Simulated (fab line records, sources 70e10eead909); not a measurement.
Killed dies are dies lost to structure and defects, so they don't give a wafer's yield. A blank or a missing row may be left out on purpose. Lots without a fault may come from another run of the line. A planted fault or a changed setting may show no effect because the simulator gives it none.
Which tool did it? | flow nand_harc | 13 lots, 39 wafers sampled, at 6 steps of a route of 1159

WHAT THE GAUGES READ, wafer by wafer
NHARC_P_ZERO_WELL_CD_MEAS_24: target cd 720 nm.
lot  | measured    | on        | cd_nm (nm)
L625 | day 1 20:38 | cd_sem-03 | 720.4 721.4 722.3
L627 | day 2 08:29 | cd_sem-01 | 721.5 722.5 722.4
L628 | day 2 14:35 | cd_sem-02 | 720.4 719.6 721.8
L629 | day 2 20:37 | cd_sem-03 | 723.1 722.5 722.9
L630 | day 3 02:36 | cd_sem-03 | 722.4 718.9 721.2
L631 | day 3 08:29 | cd_sem-03 | 722.9 721.3 721.5
L633 | day 3 20:40 | cd_sem-03 | 721.2 720.2 721.3
L634 | day 4 02:37 | cd_sem-01 | 719.3 721.5 719.6
L637 | day 4 20:38 | cd_sem-03 | 689.7 689.4 690.2
L639 | day 5 08:20 | cd_sem-01 | 721.9 721.7 719.4
L643 | day 6 08:35 | cd_sem-01 | 718.9 720.9 718.0
L645 | day 6 20:35 | cd_sem-03 | 721.0 718.8 722.7
L647 | day 7 08:34 | cd_sem-03 | 720.1 721.5 721.1

NHARC_P_ZERO_WELL_CD_MEAS_52: target cd 2000 nm.
lot  | measured    | on        | cd_nm (nm)
L625 | day 2 16:04 | cd_sem-02 | 1996.6 1998.2 1999.5
L627 | day 2 11:52 | cd_sem-03 | 2000.3 1996.2 1999.8
L628 | day 2 17:55 | cd_sem-02 | 1997.8 2000.0 2001.9
L629 | day 2 23:46 | cd_sem-03 | 2000.2 2002.1 1998.2
L630 | day 3 05:38 | cd_sem-01 | 1997.4 1997.8 2000.9
L631 | day 3 11:38 | cd_sem-01 | 1999.6 2000.1 2000.0
L633 | day 3 23:53 | cd_sem-01 | 1997.8 2002.0 1998.9
L634 | day 4 05:49 | cd_sem-01 | 2000.3 2001.6 1999.6
L637 | day 4 23:56 | cd_sem-01 | 1997.0 1995.2 1999.1
L639 | day 5 11:32 | cd_sem-02 | 2000.4 2000.7 1999.8
L643 | day 6 11:46 | cd_sem-01 | 1998.4 2000.5 1996.8
L645 | day 6 23:37 | cd_sem-03 | 2002.2 2000.8 2001.5
L647 | day 7 11:45 | cd_sem-03 | 1999.6 1999.3 1998.4

NHARC_P_STI_OVL_MEAS_10.
lot  | measured    | on         | overlay_x_nm (nm) | overlay_y_nm (nm)
L625 | day 3 09:25 | overlay-02 | -1 -2 -1          | 3 2 2
L627 | day 3 02:02 | overlay-02 | -5 -5 -4          | -1 -2 -2
L628 | day 3 09:16 | overlay-01 | 4 4 5             | -5 -4 -5
L629 | day 3 18:07 | overlay-02 | 4 5 5             | -8 -8 -8
L630 | day 3 22:59 | overlay-02 | -4 -4 -4          | -8 -7 -7
L631 | day 4 06:17 | overlay-01 | 1 0 0             | -11 -10 -11
L633 | day 4 19:18 | overlay-01 | 9 9 9             | 5 5 5
L634 | day 5 03:52 | overlay-01 | 3 2 3             | 5 4 5
L637 | day 5 16:40 | overlay-01 | 5 6 6             | -12 -13 -12
L639 | day 6 06:35 | overlay-02 | -3 -3 -3          | -5 -5 -5
L643 | day 7 01:48 | overlay-01 | 11 11 11          | 10 10 9
L645 | day 7 18:06 | overlay-02 | 8 7 7             | -4 -3 -4
L647 | day 8 05:54 | overlay-01 | -6 -6 -7          | 8 8 8

NHARC_P_STI_INSPECT_11.
lot  | measured    | on                | raw_defect_count
L625 | day 3 09:28 | defect_inspect-01 | 5 3 4
L627 | day 3 02:04 | defect_inspect-01 | 3 3 4
L628 | day 3 09:18 | defect_inspect-01 | 7 9 7
L629 | day 3 18:09 | defect_inspect-01 | 11 8 10
L630 | day 3 23:02 | defect_inspect-01 | 7 6 2
L631 | day 4 06:19 | defect_inspect-02 | 3 19 12
L633 | day 4 19:20 | defect_inspect-01 | 1 4 6
L634 | day 5 03:55 | defect_inspect-02 | 9 14 9
L637 | day 5 16:43 | defect_inspect-02 | 5 7 5
L639 | day 6 06:37 | defect_inspect-02 | 8 2 3
L643 | day 7 01:50 | defect_inspect-02 | 6 9 8
L645 | day 7 18:08 | defect_inspect-02 | 4 1 6
L647 | day 8 05:56 | defect_inspect-01 | 6 4 5

NHARC_END_SORT_01.
lot  | measured     | on        | killed_at_array | killed_at_other | killed_at_periphery | killed_dies | killed_open | killed_short
L634 | day 21 23:14 | prober-01 | 35 22           | 0 0             | 9 7                 | 44 29       | 4 3         | 3 0

WHICH TOOL RAN EACH LOT (tool, then ch and the chambers of the sampled wafers, then the start)
lot  | NHARC_P_ZERO_WELL_EXPOSE_21
L625 | krf_scanner-03 ch 0, day 1 20:29
L627 | krf_scanner-02 ch 0, day 2 08:20
L628 | krf_scanner-04 ch 0, day 2 14:25
L629 | krf_scanner-02 ch 0, day 2 20:28
L630 | krf_scanner-03 ch 0, day 3 02:26
L631 | krf_scanner-02 ch 0, day 3 08:20
L633 | krf_scanner-03 ch 0, day 3 20:31
L634 | krf_scanner-02 ch 0, day 4 02:28
L637 | krf_scanner-02 ch 0, day 4 20:29
L639 | krf_scanner-02 ch 0, day 5 08:11
L643 | krf_scanner-02 ch 0, day 6 08:26
L645 | krf_scanner-03 ch 0, day 6 20:26
L647 | krf_scanner-04 ch 0, day 7 08:25
- NHARC_P_ZERO_WELL_EXPOSE_21: exposes mask P NWELL, target cd 720 nm.

WHAT THE TOOLS THEMSELVES READ (means of the sampled wafers that have a number; where no wafer has one, the mark that the record gives instead)
The record holds no such reading with a usual standard deviation.

THE ANSWER, worked out from the rows above alone
Rule: what is usual is taken from the lots themselves. Put in order of their means at a reading, lots are off if they are a third of the lots or fewer, leave a main group of 4 or more, and stand apart from it by a gap of 3 or more times the standard deviation of the main group's means; of several such gaps the widest counts. A main group whose means are all the same, to the digits that the tables above print for the reading, isn't used. A lot without any number at a reading at which 4 lots or more have one is off too. The other lots that the step has rows for count as sound. The gauges are gone through in route order, then the tools' own readings, and for those a lot's mean is taken as printed above. The first step at which some lot is off is used, and at that step the reading that is off furthest; a lot without a number counts as furthest.
Off: L637, at NHARC_P_ZERO_WELL_CD_MEAS_24 (cd_nm). The main group: mean 721.1 nm, standard deviation 0.89.
A tool fits if, at a process step before that reading, it ran every lot that is off, and no sound lot after the first of them. The gauges at NHARC_P_ZERO_WELL_CD_MEAS_24 are tried like those tools. None of those tried fits.

WHAT THE SIMULATOR HAD PUT IN
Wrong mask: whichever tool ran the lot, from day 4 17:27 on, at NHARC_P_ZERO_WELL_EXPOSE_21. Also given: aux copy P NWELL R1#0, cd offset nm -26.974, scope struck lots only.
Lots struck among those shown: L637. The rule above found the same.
